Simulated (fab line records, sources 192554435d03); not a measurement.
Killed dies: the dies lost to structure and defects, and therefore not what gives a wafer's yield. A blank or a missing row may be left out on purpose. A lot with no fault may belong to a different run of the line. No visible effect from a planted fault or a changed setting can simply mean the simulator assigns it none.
One fault seen from 3 desks | flow n5-finfet | each desk holds nothing but its own numbers, with what lay behind them at the end

== FROM THE METROLOGY DESK ==
Lot by lot, what the gauges showed, no matter which tool ran the lot: averages of those sampled wafers that carry a number. A lot is out of limits, marked OUT, if its mean lies more than 4 standard deviations from the usual mean; the brackets give that distance.
Columns: A = M6_ILD_THK at N5_BEOL_M6_THK_MEAS_01, usual 155.1 nm
lot  | first seen here | A
L726 | day 8 09:49     | 154.1
L730 | day 9 13:53     | 157.6
L729 | day 9 16:58     | 154.4
L731 | day 9 17:40     | 152.9
L739 | day 12 05:49    | 166.9 (+4.4) OUT
L744 | day 12 13:20    | 153.4
L743 | day 12 22:36    | 153.6
L745 | day 13 11:40    | 155.3
L747 | day 13 14:22    | 155.3
L748 | day 14 09:08    | 154.6
This desk finds L739 out of limits, with the earliest case on L739 at day 12 05:49 (M6_ILD_THK at N5_BEOL_M6_THK_MEAS_01). L726, L730, L729, L731, L744, L743, L745, L747, L748 stayed within limits.

== THE DEFECT DESK ==
Per lot, the means of the sampled wafers with a number show what the inspections along the route counted. A lot is out of limits, marked OUT, if its mean lies more than 4 standard deviations from the usual mean; the brackets give that distance.
Columns: A = raw-defect-count at N5_BEOL_M5_INSPECT_58, usual 71
lot  | first seen here | A
L726 | day 8 09:12     | 92
L730 | day 9 13:16     | 66
L729 | day 9 15:52     | 68
L731 | day 9 17:04     | 53
L739 | day 12 05:13    | 85
L744 | day 12 12:44    | 73
L743 | day 12 21:59    | 58
L745 | day 13 10:35    | 54
L747 | day 13 13:46    | 46
L748 | day 14 08:03    | 79
This desk's verdict: no lot among the 10 shows anything out of limits.

== TOOL OWNER'S DESK, pecvd-04 ==
The tool's own readings at N5_BEOL_M6_ILD_DEP_00 (deposits SiCOH lowk from DEMS/porogen, target thk 179.75 nm, time 33.4 s): means of the sampled wafers that have a number, for each lot that ran on this tool. A lot is out of limits, marked OUT, if its mean lies more than 4 standard deviations from the usual mean; the brackets give that distance.
Columns: A = heater-power-w at N5_BEOL_M6_ILD_DEP_00, usual 354 W; B = showerhead-plenum-p-Torr at N5_BEOL_M6_ILD_DEP_00, usual 5.733 Torr; C = throttle-valve-pct at N5_BEOL_M6_ILD_DEP_00, usual 13.8 %
lot  | first seen here | A   | B     | C
L739 | day 12 05:15    | 414 | 5.742 | 13.8
This desk's finding: nothing out of limits on the one lot.

== TAKEN TOGETHER ==
The metrology desk could have raised an alarm at day 12 05:49, on L739.
The defect desk saw nothing out of limits.
Nothing out of limits was seen by the tool owner's desk.
The defect desk has L739 on record, within its limits.
Tool owner's desk: L739 on record, inside its limits.
Of the lots named, all ran N5_BEOL_M6_ILD_DEP_00 on pecvd-04.

== WHAT THE SIMULATOR HAD INSERTED ==
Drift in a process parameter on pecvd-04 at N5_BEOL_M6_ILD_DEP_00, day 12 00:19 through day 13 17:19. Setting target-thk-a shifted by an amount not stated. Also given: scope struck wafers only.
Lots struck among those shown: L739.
Time in hours between the start of the fault and the first out-of-limits reading at each desk: metrology desk, 6.
